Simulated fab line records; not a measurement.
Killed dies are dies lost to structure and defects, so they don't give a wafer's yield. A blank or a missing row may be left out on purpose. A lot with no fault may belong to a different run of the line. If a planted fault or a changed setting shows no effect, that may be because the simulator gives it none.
fab line records	flow nand_harc
record: lots: 7	wafers: 21	last_day: 33
route steps=1302 shown P_GATE@120 END@1302
lots that met no fault: taken from a fault-free run of the same line
start_h: hours from the record's opening day to when the first of the lot's shown wafers began	wait_h: hours since the lot's step before	" as in the row above	L1.1+2: one row covering several wafers at once	- no value present, or no start provided	* or withheld: withheld	< > ~ a bound
route shown NAME@n: a module of which the file shows steps, and the number in the route of the first	usual: mean/standard deviation of fault-free wafers	same: alike in all rows	chamber/n: place in a boat	sites: each site's reading	_std_site: how widely they spread, as a standard deviation	_edge_site: inner sites' mean taken away from outer sites' mean	radius_mm: for every site, how far away it sits from the centre of the wafer	mask NAME#n: copy n	behind: tool/chamber where the wafer was last shaped	hold: why the lot went on hold/how many hours it stayed there/how the hold came to an end	device: the n, p or np transistor that did not switch	end of line: the route-end tests of the same wafers	for a step that has no rows: nothing shown but its recipe	killed: the dies lost at the first sort to structure and to defects; this is not the yield of the wafer	map: the dies of a wafer, with x for killed, . for not killed, _ for no die there
set.NAME: the setting that was run; set.NAME@STEP: the one run at that earlier step	model.NAME: the simulator's own value behind a step, which no gauge read
lots seen at some steps along the route; tables by step, rows by wafer
services: a tool's chamber out of use, with start hour (start_h, from the record's first day; less than 0 if before it), hours out, and reason
== steps ==
step: NHARC_P_GATE_PEB_09
recipe: peb_temp_c: 118	peb_time_s: 85
step: NHARC_P_GATE_DEVELOP_10
recipe: time_s: 70
step: NHARC_P_GATE_CD_MEAS_11
recipe: target_cd_nm: 1640	landing_energy_ev: 500
usual: cd_nm: 1639.7/2.5
lot.wafer	tool	chamber	start_h	wait_h	cd_nm
L211.3	cd_sem-03	0	154.59	-	1638.7
L211.4	"	0	"	"	1642.7
L211.5	"	0	"	"	1641.7
L214.3	cd_sem-01	0	181.83	-	1638.5
L214.4	"	0	"	"	1639.6
L214.5	"	0	"	"	1638.1
L218.2	cd_sem-03	0	226.94	-	1642.4
L218.5	"	0	"	"	1637.2
L218.6	"	0	"	"	1634.5
L219.1	cd_sem-02	0	234.95	-	1645.3
L219.2	"	0	"	"	1639.8
L219.3	"	0	"	"	1642.4
L220.2	cd_sem-01	0	242.86	-	1638.6
L220.4	"	0	"	"	1635.0
L220.5	"	0	"	"	1640.3
L222.1	cd_sem-02	0	267.48	-	1639.8
L222.2	"	0	"	"	1639.4
L222.5	"	0	"	"	1640.2
L227.1	cd_sem-01	0	313.10	-	1638.9
L227.2	"	0	"	"	1642.8
L227.6	"	0	"	"	1638.5
step: NHARC_P_GATE_HARDBAKE_12
recipe: temp_c: 125	time_s: 80
step: NHARC_P_GATE_DESCUM_13
recipe: time_s: 3	o2_flow_sccm: 200	ar_flow_sccm: 0	bias_power_w: 0	chemistry: O2
usual: drypump_motor_current_A: 5.8/0.45	o2_flow_sccm: 200.1/0.57	oes_product_au: 0.997/0.013	rf_vpp_V: 58.0/0.93	showerhead_plenum_p_Torr: 1.97/0.077	throttle_valve_pct: 11.310/0.0091
lot.wafer	tool	chamber	start_h	wait_h	drypump_motor_current_A	o2_flow_sccm	oes_product_au	rf_hours_counter_h	rf_vpp_V	showerhead_plenum_p_Torr	throttle_valve_pct
L211.4	rie_diel-05	1	154.77	-	6.3	200.7	0.974	5	59.0	1.93	11.302
L211.3	"	2	"	"	5.7	200.2	0.989	4	57.9	1.98	11.297
L211.5	"	3	"	"	6.2	199.9	1.004	-	57.1	1.88	11.327
L214.4	rie_diel-09	0	181.98	-	5.7	199.7	0.998	2	59.3	2.07	11.312
L214.3	"	3	"	"	6.2	200.1	0.984	1	58.4	1.99	11.307
L214.5	"	1	"	"	5.4	200.7	1.014	-	58.0	2.03	11.290
L218.2	rie_diel-05	0	227.11	-	5.3	199.9	0.972	10	57.3	1.80	11.300
L218.6	"	3	"	"	6.3	199.6	0.997	-	55.7	1.88	11.301
L218.5	"	0	"	"	5.3	200.0	0.984	-	57.6	1.80	11.313
L219.3	rie_diel-09	2	235.11	-	5.1	199.7	1.005	4	58.4	1.92	11.312
L219.2	"	3	"	"	6.2	199.8	0.974	4	59.0	1.99	11.302
L219.1	"	0	"	"	5.7	199.3	1.002	4	58.8	2.06	11.300
L220.2	rie_diel-05	1	243.01	-	6.3	200.3	0.973	0	58.0	1.93	11.321
L220.4	"	0	"	"	5.3	200.7	1.003	0	55.9	1.80	11.310
L220.5	"	1	"	"	6.3	200.7	0.972	-	57.4	1.93	11.311
L222.2	rie_diel-10	2	267.64	-	5.6	200.0	1.017	1	57.8	2.04	11.312
L222.1	"	3	"	"	5.6	200.0	1.013	1	57.9	1.94	11.314
L222.5	"	3	"	"	5.5	200.1	1.015	-	58.1	1.94	11.316
L227.1	rie_diel-09	1	313.28	-	5.4	200.0	1.007	9	56.8	2.03	11.318
L227.2	"	3	"	"	6.2	199.9	1.002	11	57.5	1.99	11.310
L227.6	"	1	"	"	5.4	199.4	1.008	-	58.4	2.03	11.319
step: NHARC_P_GATE_ETCH_14
recipe: target_depth_a: 488	chemistry: dHF	material: SiO2
step: NHARC_P_GATE_STRIP_15
recipe: time_s: 780	temp_c: 130	chemistry: SPM
step: NHARC_P_GATE_PRECLEAN_71
recipe: time_s: *	temp_c: 50	bath_age_min: 0	chemistry: SC1
step: NHARC_P_GATE_SRD_72
step: NHARC_P_GATE_OXIDE_16
recipe: target_thk_a: 30	temp_c: 875	ox_time_s: 392	material: SiO2
step: NHARC_P_GATE_CVD_17
recipe: target_thk_a: 1500	temp_c: 620	time_s: 900	material: poly-Si
step: NHARC_P_GATE_HM_DEP_102
recipe: target_thk_a: 1200	temp_c: 400	material: aC
usual: throttle_valve_pct: 35.000/0.0093
lot.wafer	tool	chamber	start_h	wait_h	throttle_valve_pct
L211.3	acl_dep-02	0	167.65	0.6	34.995
L211.4	"	0	"	"	34.999
L211.5	"	0	"	"	34.990
L214.3	acl_dep-02	0	202.69	5.7	35.011
L214.4	"	0	"	"	35.017
L214.5	"	0	"	"	35.016
L218.2	acl_dep-03	0	244.62	4.0	34.995
L218.5	"	0	"	"	34.999
L218.6	"	0	"	"	35.003
L219.1	acl_dep-03	0	247.68	0.4	34.982
L219.2	"	0	"	"	34.993
L219.3	"	0	"	"	35.005
L220.2	acl_dep-01	0	255.48	0.5	34.987
L220.4	"	0	"	"	35.001
L220.5	"	0	"	"	35.004
L222.1	acl_dep-01	0	280.09	0.4	34.990
L222.2	"	0	"	"	35.013
L222.5	"	0	"	"	34.999
L227.1	acl_dep-02	0	330.08	2.1	35.000
L227.2	"	0	"	"	34.993
L227.6	"	0	"	"	35.005
step: NHARC_P_GATE_DEP_103
recipe: target_thk_a: 300	target_thk_nm: 30	temp_c: 400	flow_sccm: 200	rf_w: 350	material: SiON
usual: heater_power_w: 760/120
lot.wafer	tool	chamber	start_h	wait_h	heater_power_w
L211.3	pecvd-03	2	168.13	0.4	939
L211.5	"	1	"	"	968
L211.4	"	2	"	"	948
L211.3	pecvd-03	2	168.49	0.3	912
L211.5	"	1	"	"	996
L211.4	"	2	"	"	925
L214.3	pecvd-02	0	203.16	0.4	761
L214.4	"	2	"	"	664
L214.5	"	1	"	"	740
L214.3	pecvd-02	0	203.52	0.3	743
L214.4	"	2	"	"	676
L214.5	"	1	"	"	711
L218.2	pecvd-02	1	245.23	0.5	741
L218.6	"	2	"	"	784
L218.5	"	0	"	"	801
L218.2	pecvd-02	1	245.59	0.3	730
L218.6	"	2	"	"	777
L218.5	"	0	"	"	813
L219.3	pecvd-04	1	248.33	0.3	825
L219.1	"	2	"	"	530
L219.2	"	0	"	"	830
L220.2	pecvd-04	1	256.05	0.5	738
L220.4	"	1	"	"	718
L220.5	"	0	"	"	754
L222.1	pecvd-02	0	280.75	0.6	763
L222.2	"	2	"	"	781
L222.5	"	1	"	"	718
L227.1	pecvd-02	2	330.76	0.6	715
L227.2	"	0	"	"	695
L227.6	"	1	"	"	722
step: NHARC_P_GATE_DEHYDRATE_18
recipe: temp_c: 150	time_s: 120
step: NHARC_END_SORT_01
recipe: temp_c: 25
usual: killed_at_array: 59/21	killed_at_other: 0.8/1.1	killed_at_periphery: 4.1/2.8	killed_dies: 64/20	killed_open: 3.1/1.7	killed_short: 2.4/1.6
same: gross_dies: 677
lot.wafer	tool	chamber	start_h	wait_h	killed_at_array	killed_at_other	killed_at_periphery	killed_dies	killed_open	killed_short
L211.3	prober-01	0	629.20	3.1	26	1	2	29	3	3
L211.4	prober-01	0	630.01	3.4	34	1	3	38	3	6
L211.5	prober-01	0	630.81	3.7	31	0	4	35	7	1
L214.3	prober-02	0	668.28	3.1	41	1	8	50	3	3
L214.4	prober-02	0	669.06	3.4	47	0	2	49	1	3
L214.5	prober-02	0	669.85	3.6	40	0	1	41	3	1
L219.1	prober-01	0	704.05	2.5	30	1	8	39	5	2
L219.2	prober-01	0	704.84	2.8	34	2	5	41	5	1
L219.3	prober-01	0	705.63	3.1	45	2	7	54	8	4
L218.2	prober-01	0	716.76	2.9	73	0	14	87	4	2
L218.5	prober-01	0	719.19	3.7	72	0	10	82	1	1
L218.6	prober-01	0	720.00	4.0	64	0	14	78	1	2
L220.2	prober-02	0	722.42	2.8	83	0	7	90	5	2
L220.4	prober-02	0	724.02	3.4	85	0	10	95	2	4
L220.5	prober-02	0	724.82	3.7	85	0	4	89	1	2
L222.1	prober-01	0	743.48	2.5	35	1	8	44	5	7
L222.2	prober-01	0	744.30	2.8	25	0	4	29	1	1
L222.5	prober-01	0	746.75	3.8	37	1	3	41	2	2
L227.1	prober-01	0	792.80	2.5	78	0	4	82	2	1
L227.2	prober-01	0	793.60	2.8	82	1	7	90	3	5
L227.6	prober-01	0	796.81	4.0	59	2	1	62	1	4
killed by level:class
L211.3 A_CHANNEL_HOLE_D2:chamber_film_flake=8 A_CHANNEL_HOLE_D1:chamber_film_flake=5 A_CHANNEL_FILL_D2:geometric_particle:short=3 A_BLC:chamber_film_flake=3 A_SLIT:chamber_film_flake=2 A_CONTACT:chamber_film_flake=2 P_GATE:geometric_particle:open=1 A_M0:geometric_particle:open=1
L211.4 A_CHANNEL_HOLE_D2:chamber_film_flake=16 A_BLC:chamber_film_flake=3 A_WL_FILL:chamber_film_flake=2 A_DECK1_JOINT:chamber_film_flake=2 P_STI:geometric_particle:short=1 P_STI:geometric_particle:open=1 A_SOURCE_PLATE:geometric_particle:short=1 A_ONON_D1:geometric_particle:open=1
L211.5 A_CHANNEL_HOLE_D2:chamber_film_flake=11 A_BLC:chamber_film_flake=7 A_M0:geometric_particle:open=2 A_CHANNEL_HOLE_D1:chamber_film_flake=2 A_CONTACT:chamber_film_flake=2 P_CONTACT:geometric_particle:open=1 P_M2:geometric_particle:open=1 A_ONON_D1:geometric_particle:open=1
L214.3 A_SLIT:chamber_film_flake=24 A_CONTACT:chamber_film_flake=8 P_GATE:chamber_film_flake=3 P_STI:chamber_film_flake=2 A_BONDPAD:chamber_film_flake=2 P_STI:geometric_particle:open=1 P_M0:geometric_particle:short=1 A_CHANNEL_HOLE_D2:geometric_particle:short=1
L214.4 A_SLIT:chamber_film_flake=30 A_CHANNEL_HOLE_D1:chamber_film_flake=4 A_ONON_D1:geometric_particle:short=2 A_CONTACT:chamber_film_flake=2 A_ONON_D2:geometric_particle:short=1 A_CONTACT:geometric_particle:open=1 P_ZERO_WELL:chamber_film_flake=1 P_M1:chamber_film_flake=1
L214.5 A_SLIT:chamber_film_flake=27 A_CONTACT:chamber_film_flake=6 P_GATE:geometric_particle:open=1 A_CHANNEL_FILL_D2:geometric_particle:short=1 A_CHANNEL_FILL_D2:geometric_particle:open=1 A_WL_FILL:geometric_particle:open=1 A_CHANNEL_FILL_D2:chamber_film_flake=1 A_STAIRCASE:chamber_film_flake=1
L219.1 A_CHANNEL_HOLE_D1:chamber_film_flake=12 A_CONTACT:chamber_film_flake=5 P_M1:chamber_film_flake=4 A_SLIT:chamber_film_flake=4 A_DECK1_JOINT:geometric_particle:open=2 P_GATE:chamber_film_flake=2 P_GATE:geometric_particle:open=1 A_ONON_D1:geometric_particle:short=1
L219.2 A_CONTACT:chamber_film_flake=11 A_CHANNEL_HOLE_D1:chamber_film_flake=10 A_M1:chamber_film_flake=6 A_SLIT:chamber_film_flake=3 P_GATE:chamber_film_flake=2 P_STI:geometric_particle:open=1 P_M0:geometric_particle:open=1 A_ONON_D2:geometric_particle:open=1
L219.3 A_CONTACT:chamber_film_flake=14 A_CHANNEL_HOLE_D1:chamber_film_flake=12 A_SLIT:chamber_film_flake=5 P_M1:chamber_film_flake=3 A_CHANNEL_FILL_D2:geometric_particle:open=2 A_M0:geometric_particle:open=2 P_GATE:chamber_film_flake=2 A_DECK1_JOINT:chamber_film_flake=2
L218.2 A_CHANNEL_HOLE_D2:chamber_film_flake=28 A_CHANNEL_HOLE_D1:chamber_film_flake=21 A_CONTACT:chamber_film_flake=9 P_CONTACT:chamber_film_flake=7 P_GATE:chamber_film_flake=6 A_STAIRCASE:chamber_film_flake=4 A_DECK1_JOINT:chamber_film_flake=3 A_SLIT:chamber_film_flake=2
L218.5 A_CHANNEL_HOLE_D1:chamber_film_flake=30 A_CHANNEL_HOLE_D2:chamber_film_flake=23 P_CONTACT:chamber_film_flake=6 A_CONTACT:chamber_film_flake=6 A_STAIRCASE:chamber_film_flake=5 P_GATE:chamber_film_flake=3 A_DECK1_JOINT:chamber_film_flake=3 A_SLIT:chamber_film_flake=2
L218.6 A_CHANNEL_HOLE_D1:chamber_film_flake=28 A_CHANNEL_HOLE_D2:chamber_film_flake=21 P_CONTACT:chamber_film_flake=7 A_CONTACT:chamber_film_flake=5 P_GATE:chamber_film_flake=4 A_ZERO_WELL:chamber_film_flake=3 A_SLIT:chamber_film_flake=3 A_DECK1_JOINT:chamber_film_flake=3
L220.2 A_SLIT:chamber_film_flake=31 A_CHANNEL_HOLE_D1:chamber_film_flake=23 A_CHANNEL_HOLE_D2:chamber_film_flake=18 P_M2:chamber_film_flake=5 A_STAIRCASE:chamber_film_flake=2 A_CHANNEL_HOLE_D1:geometric_particle:open=1 A_CHANNEL_FILL_D1:geometric_particle:open=1 A_DECK1_JOINT:geometric_particle:open=1
L220.4 A_SLIT:chamber_film_flake=29 A_CHANNEL_HOLE_D1:chamber_film_flake=24 A_CHANNEL_HOLE_D2:chamber_film_flake=23 P_M2:chamber_film_flake=5 P_GATE:chamber_film_flake=3 P_CONTACT:geometric_particle:open=2 A_SGD_CUT:geometric_particle:short=2 A_CONTACT:chamber_film_flake=2
L220.5 A_CHANNEL_HOLE_D1:chamber_film_flake=28 A_CHANNEL_HOLE_D2:chamber_film_flake=26 A_SLIT:chamber_film_flake=23 P_M2:chamber_film_flake=3 A_STAIRCASE:chamber_film_flake=3 A_WL_FILL:chamber_film_flake=2 A_SOURCE_PLATE:geometric_particle:short=1 A_DECK1_JOINT:geometric_particle:short=1
L222.1 A_CHANNEL_HOLE_D1:chamber_film_flake=9 A_CONTACT:chamber_film_flake=7 A_SLIT:chamber_film_flake=6 A_STAIRCASE:chamber_film_flake=3 A_WL_FILL:chamber_film_flake=3 P_GATE:geometric_particle:short=2 A_ONON_D2:geometric_particle:open=2 P_BONDPAD:chamber_film_flake=2
L222.2 A_CHANNEL_HOLE_D1:chamber_film_flake=11 A_CONTACT:chamber_film_flake=5 A_SLIT:chamber_film_flake=3 A_WL_FILL:chamber_film_flake=3 P_BONDPAD:chamber_film_flake=2 A_ONON_D1:geometric_particle:open=1 A_CONTACT:geometric_particle:short=1 P_STI:chamber_film_flake=1
L222.5 A_CHANNEL_HOLE_D1:chamber_film_flake=19 A_SLIT:chamber_film_flake=7 A_CONTACT:chamber_film_flake=5 A_WL_FILL:chamber_film_flake=2 P_CONTACT:geometric_particle:open=1 A_CHANNEL_FILL_D1:geometric_particle:short=1 A_BLC:geometric_particle:open=1 P_STI:chamber_film_flake=1
L227.1 A_CHANNEL_HOLE_D2:chamber_film_flake=23 A_CHANNEL_HOLE_D1:chamber_film_flake=20 A_CONTACT:chamber_film_flake=13 A_SLIT:chamber_film_flake=12 A_WL_FILL:chamber_film_flake=5 P_GATE:chamber_film_flake=3 A_STAIRCASE:chamber_film_flake=2 P_GATE:geometric_particle:open=1
L227.2 A_CHANNEL_HOLE_D2:chamber_film_flake=31 A_CHANNEL_HOLE_D1:chamber_film_flake=15 A_CONTACT:chamber_film_flake=14 A_SLIT:chamber_film_flake=13 P_GATE:chamber_film_flake=3 P_ZERO_WELL:chamber_film_flake=2 P_GATE:geometric_particle:short=1 P_CONTACT:geometric_particle:open=1
L227.6 A_CHANNEL_HOLE_D2:chamber_film_flake=26 A_CONTACT:chamber_film_flake=11 A_CHANNEL_HOLE_D1:chamber_film_flake=8 A_SLIT:chamber_film_flake=6 A_WL_FILL:chamber_film_flake=2 THIN_TSV:chamber_film_flake=2 A_ONON_D1:geometric_particle:open=1 A_CHANNEL_HOLE_D1:geometric_particle:short=1
== services ==
tool	chamber	start_h	hours	kind
rie_diel-05	-	137.59	0.8	repair
rie_diel-10	-	138.73	0.2	repair
rie_diel-09	-	143.10	9.0	pm
rie_diel-10	2	148.44	4.9	repair
rie_diel-10	2	177.62	28.1	repair
pecvd-03	-	185.15	13.0	pm
acl_dep-01	-	191.76	13.0	pm
rie_diel-10	0	196.70	20.4	repair
rie_diel-09	2	224.17	4.9	repair
rie_diel-10	1	225.52	8.5	repair
pecvd-04	1	226.76	5.5	repair
pecvd-02	-	227.00	13.0	pm
pecvd-02	0	227.00	13.0	vent_cycle
rie_diel-05	-	229.60	9.0	pm
rie_diel-10	-	242.50	9.0	pm
acl_dep-02	-	244.92	13.0	pm
rie_diel-09	0	252.10	3.7	repair
rie_diel-05	3	260.27	7.1	repair
pecvd-04	-	269.20	13.0	pm
rie_diel-10	0	274.55	6.6	repair
rie_diel-09	0	283.24	9.7	repair
acl_dep-02	-	293.47	2.9	repair
acl_dep-03	-	301.70	13.0	pm
rie_diel-09	-	320.10	9.0	pm
== key ==
first_sign: step: NHARC_P_GATE_DEP_103	reading: visit	direction: added
effect none on later readings
met_at NHARC_P_GATE_DEP_103
struck_wafers L211.3,L211.4,L211.5,L214.3,L214.4,L214.5,L218.2,L218.5,L218.6
tester_left_out L211,L214,L218
fault: kind: repeated_step_whole	tool: pecvd-02,pecvd-03,pecvd-04	chamber: -	onset_h: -	steps: NHARC_P_GATE_DEP_103	times: 1	scope: struck_lots_only
tester_left_out: of these lots the tester's yield and bins aren't shown, on N5 and GAA mostly nor the transistor test; their killed dies are dies lost to structure and defects alone, not to doping, threshold or leakage, so they don't give the yield
